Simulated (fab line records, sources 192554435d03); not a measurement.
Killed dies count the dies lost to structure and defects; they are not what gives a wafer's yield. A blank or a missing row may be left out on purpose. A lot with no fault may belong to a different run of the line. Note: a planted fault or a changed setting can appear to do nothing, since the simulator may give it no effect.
Struck lot and sound lot, side by side	flow n5 finfet	37 steps out of a route of 1938
Sound: wafers L913.2, L913.4, L913.5. Struck: wafers L914.3, L914.4, L914.6. The cause is given at the end.
Each step with rows lists, per side, the tool, then ch with its chambers, then its first start. Under that, the readings that differ: sound wafers	struck wafers	difference of the means	sigmas: that difference in standard deviations of wafers without a fault.
alike: readings with means less than 2 such deviations apart, plus words and numbers identical on both sides. not compared: withheld readings, readings lacking a value on some wafer, bounds such as >300 that could conceal the same value, and numbers that have no deviation in the record and whose values overlap.
A row with sigmas, a row that says differs or no value, or rows on one side alone: a step with any of these is where the two part. Numbers that don't overlap but have no deviation are shown without sigmas and don't part them. Lack of a reading on every wafer of one side parts them only where that side has two or more wafers.

first, 9 steps without rows for these wafers: N5_SDB_COAT_03 (time 60 s, resist thk 100 nm); N5_SDB_COAT_04 (time 60 s, resist thk 18 nm); N5_SDB_COAT_05 (resist thk 90 nm); N5_SDB_EBR_07; N5_SDB_SOFTBAKE_06 (time 60 s); N5_SDB_EXPOSE_08 (exposes mask SDB); N5_SDB_PEB_09 (peb time 60 s); N5_SDB_DEVELOP_10 (develop time 30 s); N5_SDB_DESCUM_16 (chemistry O2, time 7.9 s).
N5_SDB_ETCH_17: etches SiARC in CF4, target depth 23.4 nm, time 39 s.
  sound on rie diel-05 ch 0,1,2, day 5 20:29; struck on rie diel-05 ch 0,2,3, day 6 03:44
  alike: drypump motor current A, etch rf on time s, oes product au, rf fwd power W, rf vpp V, showerhead plenum p Torr, throttle valve pct
  not compared: rf hours counter h
then, 26 steps without rows for these wafers: N5_SDB_ETCH_18 (etches SOC in N2/H2, target depth 100 nm, overetch 20 nm, time 150 s); N5_SDB_STRIP_19 (strips in N2/H2); N5_SDB_STRIP_21 (strips in CF4); N5_SDB_HM_OPEN_20 (chemistry CH3F/O2, target SiNx, stops on poly-Si, target depth 24 nm); N5_SDB_STRIP_22 (strips in N2/H2); N5_SDB_PRECLEAN_23 (cleans in dHF, time 30 s); N5_SDB_DUMMY_REMOVE_24 (chemistry TMAH, target poly-Si, stops on SiO2, target depth 142 nm, time 57 s, rinse time 30 s); N5_SDB_ETCH_25 (etches SiO2 in C4F6/O2, target depth 10 nm, time 3.3 s); N5_SDB_CUT_ETCH_26 (etches Si in HBr/Cl2/O2, target depth 129.6 nm, bt time 20 s, time 51.8 s); N5_SDB_PRECLEAN_38 (cleans in dHF, time 10 s); N5_SDB_PRECLEAN_39 (cleans in O3/DIW, time 45 s); N5_SDB_SRD_28 (time 30 s); N5_SDB_ALD_29 (deposits SiNx, target thk 30 nm, pulse time 1 s, ald cycles 600); N5_SDB_CMP_30 (polishes, stops on poly-Si, t overpolish 1.54 s, target thk 30 nm); N5_DUMMY_REMOVAL_HM_STRIP_01 (strips SiNx in CH3F/O2, stops on poly-Si, target depth 4 nm, time 6.8 s); N5_DUMMY_REMOVAL_STRIP_10 (strips in N2/H2, time 40 s); N5_DUMMY_REMOVAL_PRECLEAN_07 (cleans in dHF, time 30 s); N5_DUMMY_REMOVAL_DUMMY_REMOVE_02 (chemistry TMAH, target poly-Si, stops on SiO2, target depth 142 nm, time 57 s, rinse time 30 s); N5_DUMMY_REMOVAL_PRECLEAN_08 (cleans in NF3:NH3, afs cycles 2, time 20 s, sublimation time 60 s); N5_DUMMY_REMOVAL_PRECLEAN_04 (cleans in DHF, time 37 s); N5_DUMMY_REMOVAL_SRD_05 (time 30 s); N5_HKMG_FIN_IL_REGROW_00 (material SiO2, chemistry O3, target thk 0.75 nm, time 30 s); N5_HKMG_FIN_HK_ALD_01 (deposits HfO2, target thk 1.6 nm, pulse time 3 s, purge time 3 s); N5_HKMG_FIN_HK_ANNEAL_02 (time 30 s); N5_HKMG_FIN_ALD_74 (deposits La2O3, target thk 0.5 nm, pulse time 6 s, co reactant pulse time 1 s); N5_HKMG_FIN_ALD_75 (deposits Al2O3, target thk 1 nm, co reactant pulse time 1 s).
-- here the record skips 12 days between the struck wafers' starts before and after, leaving off in module HKMG_FIN and picking up in module PASSIVATION (first step shown: number 1936 of the route) --
N5_PASSIVATION_PROBE_49:
  record: rows for the struck wafers here (prober-02, day 18 00:14), none for the sound ones

== WHERE THEY PART ==
Only at N5_PASSIVATION_PROBE_49, as far as this record shows.

WHY: what the simulator had put in
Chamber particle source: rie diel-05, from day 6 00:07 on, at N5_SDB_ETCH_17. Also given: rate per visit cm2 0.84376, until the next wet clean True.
